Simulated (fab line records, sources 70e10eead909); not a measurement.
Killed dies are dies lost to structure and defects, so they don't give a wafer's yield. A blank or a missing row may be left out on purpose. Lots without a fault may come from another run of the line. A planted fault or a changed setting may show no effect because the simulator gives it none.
Which tool did it? | flow nand_harc | 6 lots, 18 wafers sampled, at 4 steps of a route of 1159

WHAT THE GAUGES READ, wafer by wafer
NHARC_A_CHANNEL_HOLE_D1_OVL_MEAS_11.
lot  | measured     | on         | overlay_x_nm (nm)
L552 | day 9 02:06  | overlay-01 | 1.4 1.9 1.2
L553 | day 9 02:30  | overlay-02 | -0.2 -0.4 -0.7
L557 | day 9 10:32  | overlay-02 | 1.0 1.0 0.9
L560 | day 10 23:16 | overlay-01 | 0.2 0.0 0.6
L566 | day 11 09:00 | overlay-02 | 0.2 0.4 0.4

WHICH TOOL RAN EACH LOT (tool, then ch and the chambers of the sampled wafers, then the start)
lot  | NHARC_P_BONDPAD_DEGAS_25     | NHARC_A_ZERO_WELL_ETCH_19         | NHARC_A_ONON_D1_DEP_28
L552 | pvd_sputter-01, day 7 07:09  | rie_diel-09 ch 0,2,3, day 7 11:10 | pecvd_onon-02 ch 0, day 8 20:57
L553 | pvd_sputter-03, day 7 08:59  | rie_diel-05 ch 2,3, day 7 12:22   | pecvd_onon-02 ch 0, day 8 21:21
L557 | pvd_sputter-03, day 7 17:53  | rie_diel-03 ch 0,1,3, day 7 20:58 | pecvd_onon-03 ch 0, day 9 06:26
L560 | pvd_sputter-03, day 8 19:19  | rie_diel-03 ch 0,2,3, day 8 22:34 | pecvd_onon-02 ch 0, day 10 15:14
L566 | pvd_sputter-01, day 9 17:57  | rie_diel-09 ch 0,2,3, day 9 21:10 | pecvd_onon-01 ch 0, day 11 04:47
L572 | pvd_sputter-02, day 11 07:21 | rie_diel-05 ch 2,3, day 11 10:29  | pecvd_onon-03, day 12 22:47
- NHARC_P_BONDPAD_DEGAS_25: time 60 s.
- NHARC_A_ZERO_WELL_ETCH_19: etches the open film in N2/H2, target depth 80 nm, overetch 24 nm, time 87.88 s.
- NHARC_A_ONON_D1_DEP_28: target thk 1000 nm.

THE ANSWER, worked out from the rows above alone
Rule: what is usual is taken from the lots themselves. Put in order of their means at a reading, lots are off if they are a third of the lots or fewer, leave a main group of 4 or more, and stand apart from it by a gap of 3 or more times the standard deviation of the main group's means; of several such gaps the widest counts. A main group whose means are all the same, to the digits that the tables above print for the reading, isn't used. A lot without any number at a reading at which 4 lots or more have one is off too. The other lots that the step has rows for count as sound.
No lot is off at any reading shown: from this, nothing can be told.

WHAT THE SIMULATOR HAD PUT IN
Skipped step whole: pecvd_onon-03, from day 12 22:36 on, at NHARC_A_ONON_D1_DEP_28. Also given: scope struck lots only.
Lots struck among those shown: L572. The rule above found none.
